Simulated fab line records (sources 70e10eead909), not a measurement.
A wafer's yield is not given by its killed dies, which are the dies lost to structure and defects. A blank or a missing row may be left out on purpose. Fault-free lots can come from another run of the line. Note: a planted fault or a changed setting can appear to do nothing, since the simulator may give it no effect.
A struck lot beside a sound one	flow nand_harc	15 out of 1302 route steps
Sound: these wafers, L366.3, L366.5, L366.6. Struck: wafer L385.6. (L385.4 of the same lot was not struck and is left out.) The cause comes at the end.
At each step with rows: each side's tool, then ch and its chambers, then its first start. Under that, the readings that differ: sound wafers	struck wafers	difference of the means	sigmas: that difference in standard deviations of wafers without a fault.
alike: same words and numbers on both sides, and readings whose means sit less than 2 such deviations apart. not compared: any withheld reading, any reading some wafer has no value for, any bound like >300 that may hide the same value, and any number with overlapping values for which the record gives no deviation.
Wherever a step has rows on one side only, a row that says differs or no value, or a row with sigmas, the two part there. Numbers that don't overlap but have no deviation are shown without sigmas and don't part them. A reading missing from all wafers of one side parts the sides only when that side holds two or more wafers.

first, 4 steps without rows for these wafers: NHARC_P_GATE_EBR_22; NHARC_P_GATE_EXPOSE_23 (exposes mask P GATE, target cd 120 nm); NHARC_P_GATE_PEB_24 (peb time 65 s); NHARC_P_GATE_DEVELOP_25 (develop time 35 s).
NHARC_P_GATE_CD_MEAS_26: target cd 120 nm.
  sound on cd_sem-02 ch 0, day 5 16:28; struck on cd_sem-02 ch 0, day 13 15:23
  alike: cd_nm
NHARC_P_GATE_OVL_MEAS_27:
  struck on overlay-02, day 13 15:28; sound on overlay-02, day 5 16:32
  alike: overlay_x_nm, overlay_y_nm
NHARC_P_GATE_INSPECT_28:
  struck on defect_inspect-02, day 13 15:30; sound on defect_inspect-02, day 5 16:35
  alike: raw_defect_count
NHARC_P_GATE_DESCUM_31: chemistry O2, time 3 s.
  sound on rie_diel-10 ch 0,1, day 5 16:43; struck on rie_diel-06 ch 2, day 13 15:35
  alike: drypump_motor_current_A, mfc_ar_sccm, oes_product_au, rf_vpp_V, showerhead_plenum_p_Torr, throttle_valve_pct
  not compared: rf_hours_counter_h
NHARC_P_GATE_ETCH_104: etches the open film in CF4/CHF3, target depth 60 nm.
  sound on rie_diel-10 ch 0,1,3, day 5 16:49; struck on rie_diel-06 ch 0, day 13 15:39
reading	sound	struck	difference	sigmas
throttle_valve_pct (%)	16.791 16.800 16.794	16.819	+0.024	+3
  alike: cf4_flow_sccm, drypump_motor_current_A, mfc_ar_sccm, oes_product_au, rf_vpp_V, showerhead_plenum_p_Torr
NHARC_P_GATE_HM_OPEN_105: chemistry O2/COS, target depth 360 nm.
  sound: rie_diel-10 ch 0,2,3; struck: rie_diel-06 ch 0
reading	sound	struck	difference	sigmas
throttle_valve_pct (%)	28.309 28.327 28.317	28.354	+0.036	+4
  alike: drypump_motor_current_A, mfc_ar_sccm, oes_product_au, rf_vpp_V, showerhead_plenum_p_Torr
  not compared: rf_hours_counter_h
then, 1 step without rows for these wafers: NHARC_P_GATE_STRIP_106 (strips in O2/COS).
NHARC_P_GATE_ETCH_114: etches the open film in CF4/O2, target depth 30 nm, overetch 3 nm, time 16.5 s.
  sound: rie_diel-10 ch 0,2,3; struck: rie_diel-06 ch 3
  alike: cf4_flow_sccm, drypump_motor_current_A, mfc_ar_sccm, oes_product_au, rf_vpp_V, showerhead_plenum_p_Torr, throttle_valve_pct
  not compared: rf_hours_counter_h
NHARC_P_GATE_ETCH_32: etches the open film in HBr/Cl2, target depth 150 nm, time 100.1 s.
  sound on rie_si-02 ch 1,2, day 5 17:33; struck on rie_si-06 ch 2, day 13 16:03
reading	sound	struck	difference	sigmas
oes_product_au (a.u.)	0.986 0.988 0.991	1.226	+0.238	+20
  alike: drypump_motor_current_A, throttle_valve_pct
  not compared: rf_hours_counter_h
NHARC_P_GATE_STRIP_108: strips in O2.
  sound on rie_diel-06 ch 0,3, day 5 17:41; struck on rie_diel-02 ch 3, day 13 16:13
  alike: drypump_motor_current_A, mfc_ar_sccm, oes_product_au, rf_vpp_V, showerhead_plenum_p_Torr, throttle_valve_pct
  not compared: rf_hours_counter_h
NHARC_END_SORT_01:
  the record has rows for the sound wafers here (prober-01 ch 0, day 25 07:47) and none for the struck ones

== WHERE THEY PART ==
At NHARC_P_GATE_ETCH_104 first; at NHARC_END_SORT_01 last (within this record only).

WHY: what the simulator had put in
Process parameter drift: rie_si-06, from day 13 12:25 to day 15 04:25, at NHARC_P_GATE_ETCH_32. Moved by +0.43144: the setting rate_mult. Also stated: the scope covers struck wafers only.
